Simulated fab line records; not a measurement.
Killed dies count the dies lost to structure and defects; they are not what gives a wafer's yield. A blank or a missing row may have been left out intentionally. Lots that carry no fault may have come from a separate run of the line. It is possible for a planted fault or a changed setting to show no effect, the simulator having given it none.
Which tool did it? || flow n5Finfet || 10 lots with 30 wafers sampled at 3 steps, on a route of 1938 steps

== WHAT THE GAUGES READ, wafer by wafer ==
N5_BEOL_M7_THK_MEAS_01.
{"lot": "L251", "measured": "day 13 21:26", "on": "filmMetro-01", "M7_ILD_THK (nm)": "153.5 155.5 154.2"}
{"lot": "L248", "measured": "day 13 23:43", "on": "filmMetro-01", "M7_ILD_THK (nm)": "156.4 158.0 157.4"}
{"lot": "L255", "measured": "day 14 08:04", "on": "filmMetro-01", "M7_ILD_THK (nm)": "153.3 157.5 153.7"}
{"lot": "L250", "measured": "day 14 19:17", "on": "filmMetro-02", "M7_ILD_THK (nm)": "150.7 155.3 154.0"}
{"lot": "L253", "measured": "day 15 00:19", "on": "filmMetro-01", "M7_ILD_THK (nm)": "164.0 153.0 166.1"}
{"lot": "L252", "measured": "day 15 00:39", "on": "filmMetro-02", "M7_ILD_THK (nm)": "153.0 164.1 157.3"}
{"lot": "L259", "measured": "day 16 05:50", "on": "filmMetro-02", "M7_ILD_THK (nm)": "155.2 154.3 156.6"}
{"lot": "L263", "measured": "day 17 04:01", "on": "filmMetro-01", "M7_ILD_THK (nm)": "151.1 154.1 155.8"}
{"lot": "L265", "measured": "day 17 08:01", "on": "filmMetro-01", "M7_ILD_THK (nm)": "153.1 155.8 156.2"}
{"lot": "L266", "measured": "day 18 13:01", "on": "filmMetro-02", "M7_ILD_THK (nm)": "158.7 155.4 155.1"}

== WHAT TOOL EACH LOT RAN ON (gives the tool, then ch and the chambers of the sampled wafers, and finally the start) ==
{"lot": "L251", "N5_BEOL_M6_DESCUM_33": "rieDiel-03 ch 0,2,3, day 13 17:19", "N5_BEOL_M7_ILD_DEP_00": "pecvd-01 ch 0,1,2, day 13 20:51"}
{"lot": "L248", "N5_BEOL_M6_DESCUM_33": "rieDiel-03 ch 0,1, day 13 19:08", "N5_BEOL_M7_ILD_DEP_00": "pecvd-02 ch 0,1,2, day 13 22:41"}
{"lot": "L255", "N5_BEOL_M6_DESCUM_33": "rieDiel-01 ch 0,1,3, day 14 04:04", "N5_BEOL_M7_ILD_DEP_00": "pecvd-02 ch 0,1, day 14 07:01"}
{"lot": "L250", "N5_BEOL_M6_DESCUM_33": "rieDiel-04 ch 0,1,3, day 14 15:41", "N5_BEOL_M7_ILD_DEP_00": "pecvd-01 ch 0,1, day 14 18:43"}
{"lot": "L253", "N5_BEOL_M6_DESCUM_33": "rieDiel-01 ch 0,2, day 14 18:30", "N5_BEOL_M7_ILD_DEP_00": "pecvd-01 ch 0,1,2, day 14 23:16"}
{"lot": "L252", "N5_BEOL_M6_DESCUM_33": "rieDiel-01 ch 2,3, day 14 21:13", "N5_BEOL_M7_ILD_DEP_00": "pecvd-01 ch 0,1,2, day 15 00:04"}
{"lot": "L259", "N5_BEOL_M6_DESCUM_33": "rieDiel-01 ch 0,2,3, day 15 14:58", "N5_BEOL_M7_ILD_DEP_00": "pecvd-02 ch 0,1,2, day 16 01:59"}
{"lot": "L263", "N5_BEOL_M6_DESCUM_33": "rieDiel-03 ch 0,1,2, day 16 23:49", "N5_BEOL_M7_ILD_DEP_00": "pecvd-03 ch 0,2, day 17 02:58"}
{"lot": "L265", "N5_BEOL_M6_DESCUM_33": "rieDiel-01 ch 1,2, day 17 03:47", "N5_BEOL_M7_ILD_DEP_00": "pecvd-02 ch 0,2, day 17 07:25"}
{"lot": "L266", "N5_BEOL_M6_DESCUM_33": "rieDiel-03 ch 0,3, day 18 09:34", "N5_BEOL_M7_ILD_DEP_00": "pecvd-03 ch 0,1,2, day 18 12:28"}
- N5_BEOL_M6_DESCUM_33: chemistry O2, time 7 s.
- N5_BEOL_M7_ILD_DEP_00: deposits SiCOH lowk from DEMS/porogen, target thk 179.75 nm, time 33.4 s.

== THE ANSWER, worked out from the rows above alone ==
Rule: the usual values come from the lots themselves. Put in order of their means at a reading, lots are off if they are a third of the lots or fewer, leave a main group of 4 or more, and stand apart from it by a gap of 3 or more times the standard deviation of the main group's means; of several such gaps the widest counts. A main group is skipped when, at the precision printed for the reading in the tables above, its means are all equal. Also off: a lot with no number at a reading for which 4 or more lots have one. All remaining lots with rows at the step are treated as sound.
No lot is off at any reading shown: from this, nothing can be told.

== WHAT HAD BEEN PUT IN BY THE SIMULATOR ==
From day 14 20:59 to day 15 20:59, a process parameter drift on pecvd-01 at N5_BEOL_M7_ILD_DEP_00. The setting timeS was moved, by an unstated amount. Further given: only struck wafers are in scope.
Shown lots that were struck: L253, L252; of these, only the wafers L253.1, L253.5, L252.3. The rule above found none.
